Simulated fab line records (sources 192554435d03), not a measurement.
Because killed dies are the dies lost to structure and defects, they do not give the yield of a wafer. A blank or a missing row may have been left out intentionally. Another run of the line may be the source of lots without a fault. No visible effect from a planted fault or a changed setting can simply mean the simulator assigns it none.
Matching of chambers -- flow n5_finfet -- N5_HKMG_FIN_STRIP_90 on rie_diel-05 has 4 sister chambers
The step strips SOC in N2/H2, time 20 s. 16 wafers are shown with their chamber, then 8 later ones without.

WAFERS, EACH WITH ITS CHAMBER
wafer,chamber,drypump_motor_current_A (A),showerhead_plenum_p_Torr (Torr),throttle_valve_pct (%)
L075.3,2,5.3,3.42,19.3
L075.4,0,6.0,3.23,18.8
L075.6,0,6.0,3.23,18.8
L076.2,3,5.8,3.34,19.1
L076.3,1,5.3,3.48,19.9
L076.5,3,5.8,3.34,19.1
L080.2,3,5.8,3.34,19.1
L080.3,2,5.3,3.41,19.4
L080.6,3,5.8,3.34,19.0
L089.3,0,6.0,3.21,18.8
L089.4,2,5.3,3.40,19.4
L089.6,3,5.8,3.33,19.1
L092.1,1,5.3,3.46,19.6
L092.4,0,6.0,3.21,18.8
L092.6,1,5.2,3.46,19.6
L093.1,1,5.3,3.46,19.6

SIGNATURES (means of the wafers above)
reading,chamber 0,chamber 1,chamber 2,chamber 3,scatter within a chamber
drypump_motor_current_A,6.000,5.275,5.300,5.800,0.025
showerhead_plenum_p_Torr,3.2200,3.4650,3.4100,3.3380,0.00904
throttle_valve_pct,18.800,19.675,19.367,19.080,0.0827
Rule: a wafer lies at a distance from a chamber equal to the root of the sum of squares, over the readings, of (its reading less the chamber's mean, divided by the reading's scatter). If the next closest chamber is less than 2 further off than the closest, the wafer can't be placed; otherwise it belongs to the closest. The scatter is the square root of a quotient: the sum, over the shown wafers, of each reading's squared deviation from its chamber's mean, divided by wafers minus chambers.

WAFERS WITH NO CHAMBER GIVEN
wafer,drypump_motor_current_A (A),showerhead_plenum_p_Torr (Torr),throttle_valve_pct (%)
L093.3,5.9,3.32,19.1
L093.4,6.0,3.21,18.8
L095.4,5.3,3.46,19.6
L095.5,5.3,3.46,19.6
L095.6,6.0,3.21,18.8
L097.1,5.3,3.39,19.4
L097.4,5.3,3.46,19.7
L097.5,5.3,3.39,19.4

WHICH CHAMBER EACH ONE RAN IN
wafer,from the rows above,in truth
L093.3,3,3
L093.4,0,0
L095.4,1,1
L095.5,1,1
L095.6,0,0
L097.1,2,2
L097.4,1,1
L097.5,2,2
Correctly placed: 8 of 8. Not placeable from these rows: 0. Wrongly placed: 0.
